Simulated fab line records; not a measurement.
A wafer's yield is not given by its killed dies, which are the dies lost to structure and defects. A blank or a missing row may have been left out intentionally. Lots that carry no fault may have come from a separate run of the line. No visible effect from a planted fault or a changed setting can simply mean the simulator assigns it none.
Matching of chambers / flow nand_harc / rie_si-01 running NHARC_P_GATE_ETCH_32: 4 sister chambers
The step etches the open film in HBr/Cl2, target depth 150 nm, time 100.1 s. 4 wafers are shown with their chamber, then 7 later ones without.

WAFERS, EACH WITH ITS CHAMBER
wafer=L893.6; chamber=3; oes_product_au (a.u.)=0.994
wafer=L895.5; chamber=0; oes_product_au (a.u.)=1.003
wafer=L904.1; chamber=2; oes_product_au (a.u.)=0.983
wafer=L904.3; chamber=1; oes_product_au (a.u.)=0.992

WAFERS WITHOUT THEIR CHAMBER
wafer=L904.6; oes_product_au (a.u.)=0.990
wafer=L905.2; oes_product_au (a.u.)=1.003
wafer=L905.3; oes_product_au (a.u.)=1.000
wafer=L905.6; oes_product_au (a.u.)=1.004
wafer=L914.2; oes_product_au (a.u.)=0.998
wafer=L914.4; oes_product_au (a.u.)=1.013
wafer=L914.5; oes_product_au (a.u.)=0.997

EACH ONE'S CHAMBER
wafer=L904.6; from the rows above=can't be placed: 1 or 3 or 2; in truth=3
wafer=L905.2; from the rows above=0; in truth=0
wafer=L905.3; from the rows above=can't be placed: 0 or 3 or 1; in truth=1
wafer=L905.6; from the rows above=0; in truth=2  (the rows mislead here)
wafer=L914.2; from the rows above=can't be placed: 3 or 0 or 1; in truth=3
wafer=L914.4; from the rows above=0; in truth=0
wafer=L914.5; from the rows above=can't be placed: 3 or 1 or 0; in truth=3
Placed correctly: 2 of 7. Unplaceable from these rows: 4, with the true chamber sitting among the candidates in 4. Number placed wrongly: 1.
How it was worked out, from the rows above alone: a wafer's distance from a chamber is the root of the sum, over the readings, of the square of ((its reading less the chamber's mean) divided by the reading's scatter). If the next closest chamber is less than 2 further off than the closest, the wafer can't be placed; otherwise it belongs to the closest. A chamber's mean is the mean of its shown wafers. The scatter (one wafer shown for each chamber): square how far every hidden wafer sits from the nearest shown wafer, average those squares and take the square root.
